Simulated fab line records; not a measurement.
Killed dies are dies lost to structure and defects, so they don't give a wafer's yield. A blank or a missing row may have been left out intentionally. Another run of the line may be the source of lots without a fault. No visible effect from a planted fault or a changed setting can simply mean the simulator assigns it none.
Chamber matching :: flow n5 finfet :: N5_MOL_CONTACT_COAG_ETCH_91 on rie diel-01: 4 sister chambers
The step etches SOC in N2/H2, target depth 60 nm, overetch 21 nm, time 101.2 s. 18 wafers are shown with their chamber, then 9 later ones without.

WAFERS, EACH WITH ITS CHAMBER
wafer: L076.3
chamber: 3
showerhead plenum p Torr (Torr): 2.59
drypump motor current A (A): 5.51
throttle valve pct (%): 17.88

wafer: L076.4
chamber: 2
showerhead plenum p Torr (Torr): 2.42
drypump motor current A (A): 5.83
throttle valve pct (%): 18.25

wafer: L076.6
chamber: 2
showerhead plenum p Torr (Torr): 2.42
drypump motor current A (A): 5.83
throttle valve pct (%): 18.27

wafer: L078.1
chamber: 1
showerhead plenum p Torr (Torr): 2.65
drypump motor current A (A): 5.57
throttle valve pct (%): 18.32

wafer: L078.5
chamber: 3
showerhead plenum p Torr (Torr): 2.59
drypump motor current A (A): 5.52
throttle valve pct (%): 17.89

wafer: L078.6
chamber: 0
showerhead plenum p Torr (Torr): 2.64
drypump motor current A (A): 5.14
throttle valve pct (%): 17.86

wafer: L079.2
chamber: 1
showerhead plenum p Torr (Torr): 2.65
drypump motor current A (A): 5.57
throttle valve pct (%): 18.33

wafer: L079.4
chamber: 0
showerhead plenum p Torr (Torr): 2.64
drypump motor current A (A): 5.14
throttle valve pct (%): 17.88

wafer: L079.6
chamber: 1
showerhead plenum p Torr (Torr): 2.65
drypump motor current A (A): 5.57
throttle valve pct (%): 18.33

wafer: L082.1
chamber: 0
showerhead plenum p Torr (Torr): 2.63
drypump motor current A (A): 5.13
throttle valve pct (%): 17.86

wafer: L082.3
chamber: 1
showerhead plenum p Torr (Torr): 2.65
drypump motor current A (A): 5.58
throttle valve pct (%): 18.33

wafer: L082.5
chamber: 3
showerhead plenum p Torr (Torr): 2.58
drypump motor current A (A): 5.55
throttle valve pct (%): 17.90

wafer: L086.2
chamber: 3
showerhead plenum p Torr (Torr): 2.58
drypump motor current A (A): 5.49
throttle valve pct (%): 17.91

wafer: L086.5
chamber: 1
showerhead plenum p Torr (Torr): 2.65
drypump motor current A (A): 5.57
throttle valve pct (%): 18.36

wafer: L086.6
chamber: 2
showerhead plenum p Torr (Torr): 2.41
drypump motor current A (A): 5.86
throttle valve pct (%): 18.31

wafer: L087.1
chamber: 0
showerhead plenum p Torr (Torr): 2.63
drypump motor current A (A): 5.13
throttle valve pct (%): 17.88

wafer: L087.4
chamber: 2
showerhead plenum p Torr (Torr): 2.41
drypump motor current A (A): 5.84
throttle valve pct (%): 18.30

wafer: L087.5
chamber: 3
showerhead plenum p Torr (Torr): 2.58
drypump motor current A (A): 5.54
throttle valve pct (%): 17.92

SIGNATURES, as means of the wafers listed above
reading: showerhead plenum p Torr
chamber 0: 2.6350
chamber 1: 2.6500
chamber 2: 2.4150
chamber 3: 2.5840
scatter within a chamber: 0.00478

reading: drypump motor current A
chamber 0: 5.1350
chamber 1: 5.5720
chamber 2: 5.8400
chamber 3: 5.5220
scatter within a chamber: 0.0148

reading: throttle valve pct
chamber 0: 17.8700
chamber 1: 18.3340
chamber 2: 18.2825
chamber 3: 17.9000
scatter within a chamber: 0.0181
Rule: distance of a wafer from a chamber = root of the sum over the readings of ((wafer's reading minus chamber's mean) / reading's scatter) squared. If the next closest chamber is less than 2 further off than the closest, the wafer can't be placed; otherwise it belongs to the closest. The scatter: take each reading less its chamber's mean, square it, sum over the shown wafers, divide by the number of wafers less the number of chambers, and take the root.

WAFERS WITH NO CHAMBER GIVEN
wafer: L090.3
showerhead plenum p Torr (Torr): 2.63
drypump motor current A (A): 5.13
throttle valve pct (%): 17.90

wafer: L090.5
showerhead plenum p Torr (Torr): 2.40
drypump motor current A (A): 5.87
throttle valve pct (%): 18.31

wafer: L090.6
showerhead plenum p Torr (Torr): 2.64
drypump motor current A (A): 5.57
throttle valve pct (%): 18.35

wafer: L095.1
showerhead plenum p Torr (Torr): 2.57
drypump motor current A (A): 5.43
throttle valve pct (%): 17.93

wafer: L095.4
showerhead plenum p Torr (Torr): 2.62
drypump motor current A (A): 5.13
throttle valve pct (%): 17.92

wafer: L095.5
showerhead plenum p Torr (Torr): 2.57
drypump motor current A (A): 5.47
throttle valve pct (%): 17.96

wafer: L097.1
showerhead plenum p Torr (Torr): 2.62
drypump motor current A (A): 5.13
throttle valve pct (%): 17.94

wafer: L097.2
showerhead plenum p Torr (Torr): 2.64
drypump motor current A (A): 5.58
throttle valve pct (%): 18.39

wafer: L097.6
showerhead plenum p Torr (Torr): 2.72
drypump motor current A (A): 5.85
throttle valve pct (%): 17.97

CHAMBER TAKEN BY EACH
wafer: L090.3
from the rows above: 0
in truth: 0

wafer: L090.5
from the rows above: 2
in truth: 2

wafer: L090.6
from the rows above: 1
in truth: 1

wafer: L095.1
from the rows above: 3
in truth: 3

wafer: L095.4
from the rows above: 0
in truth: 0

wafer: L095.5
from the rows above: 3
in truth: 3

wafer: L097.1
from the rows above: 0
in truth: 0

wafer: L097.2
from the rows above: 1
in truth: 1

wafer: L097.6
from the rows above: 1
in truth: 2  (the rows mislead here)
Correctly placed: 8 of 9. Number that these rows cannot place: 0. Wrongly placed: 1.
